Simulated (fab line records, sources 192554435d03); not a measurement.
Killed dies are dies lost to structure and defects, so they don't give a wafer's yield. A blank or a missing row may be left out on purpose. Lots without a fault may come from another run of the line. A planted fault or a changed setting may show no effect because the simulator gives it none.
A struck lot beside a sound one | flow n5_finfet | 14 steps out of a route of 1938
Sound: wafers L179.3, L179.5, L179.6. Struck: wafers L193.2, L193.4, L193.6. The cause comes at the end.
At each step with rows: each side's tool, then ch and its chambers, then its first start. Under that, the readings that differ: sound wafers | struck wafers | difference of the means | sigmas: that difference in standard deviations of wafers without a fault.
alike: readings whose means differ by less than 2 such deviations, and words and numbers that are the same on both sides. not compared: withheld readings, readings that some wafer has no value for, bounds like >300 that may hide the same value, and numbers for which the record gives no deviation and whose values overlap.
The two part at a step that has a row with sigmas, a row that says differs or no value, or rows on one side only. Numbers that don't overlap but have no deviation are shown without sigmas and don't part them. A reading that every wafer of one side lacks parts them only if that side has two wafers or more.

N5_BEOL_M10_ETCH_62: etches SOC in N2/H2, target depth 110 nm, overetch 22 nm, time 165 s.
  sound on rie_diel-03 ch 0,2,3, day 11 04:51; struck on rie_diel-01 ch 1,2, day 15 08:47
  alike: drypump_motor_current_A, oes_product_au, rf_vpp_V, showerhead_plenum_p_Torr, throttle_valve_pct
  not compared: rf_hours_counter_h
then, 1 step without rows for these wafers: N5_BEOL_M10_STRIP_68 (strips in N2/H2).
N5_BEOL_M10_STRIP_67: strips in CF4.
  sound on rie_diel-03 ch 0,2,3, day 11 05:00; struck on rie_diel-01 ch 1,2, day 15 08:56
  alike: drypump_motor_current_A, oes_product_au, rf_vpp_V, showerhead_plenum_p_Torr, throttle_valve_pct
  not compared: rf_hours_counter_h
N5_BEOL_M10_HM_OPEN_17: chemistry Cl2/BCl3, target TiN, target depth 20 nm, overetch 6 nm.
  sound on rie_metal-03 ch 0,1, day 11 05:04; struck on rie_metal-01 ch 0,1, day 15 09:00
  alike: bcl3_flow_sccm, drypump_motor_current_A, oes_product_au, throttle_valve_pct
  not compared: rf_hours_counter_h
N5_BEOL_M10_STRIP_19: strips in O2.
  sound on rie_diel-03 ch 0,2,3, day 11 05:09; struck on rie_diel-01 ch 0,1,2, day 15 09:07
  alike: drypump_motor_current_A, oes_product_au, rf_vpp_V, showerhead_plenum_p_Torr, throttle_valve_pct
  not compared: rf_hours_counter_h
N5_BEOL_M10_CD_MEAS_18: pitch 140 nm, target cd 70 nm.
  sound on cd_sem-01, day 11 05:14; struck on cd_sem-02, day 15 09:11
  alike: cd_nm
then, 6 steps without rows for these wafers: N5_BEOL_M10_COAT_63 (time 60 s, resist thk 100 nm); N5_BEOL_M10_COAT_64 (time 60 s, resist thk 30 nm); N5_BEOL_M10_COAT_22 (resist thk 90 nm); N5_BEOL_M10_EBR_24; N5_BEOL_M10_SOFTBAKE_23 (time 60 s); N5_BEOL_M10_EXPOSE_25 (exposes mask V9).
N5_BEOL_M10_PEB_26: peb time 60 s.
  sound on litho_track-01 ch 0, day 11 05:39; struck on litho_track-05, day 15 10:14
  no value came back on the struck wafers for chill_plate_temp_C (C), exhaust_pa (Pa), resist_line_temp_C (C); on the sound wafers chill_plate_temp_C (C) reads 23.02 22.90 22.77
then, 1 step without rows for these wafers: N5_BEOL_M10_DEVELOP_27 (develop time 30 s).

WHERE THEY PART
Only at N5_BEOL_M10_PEB_26, within this record.

WHY: what the simulator had put in
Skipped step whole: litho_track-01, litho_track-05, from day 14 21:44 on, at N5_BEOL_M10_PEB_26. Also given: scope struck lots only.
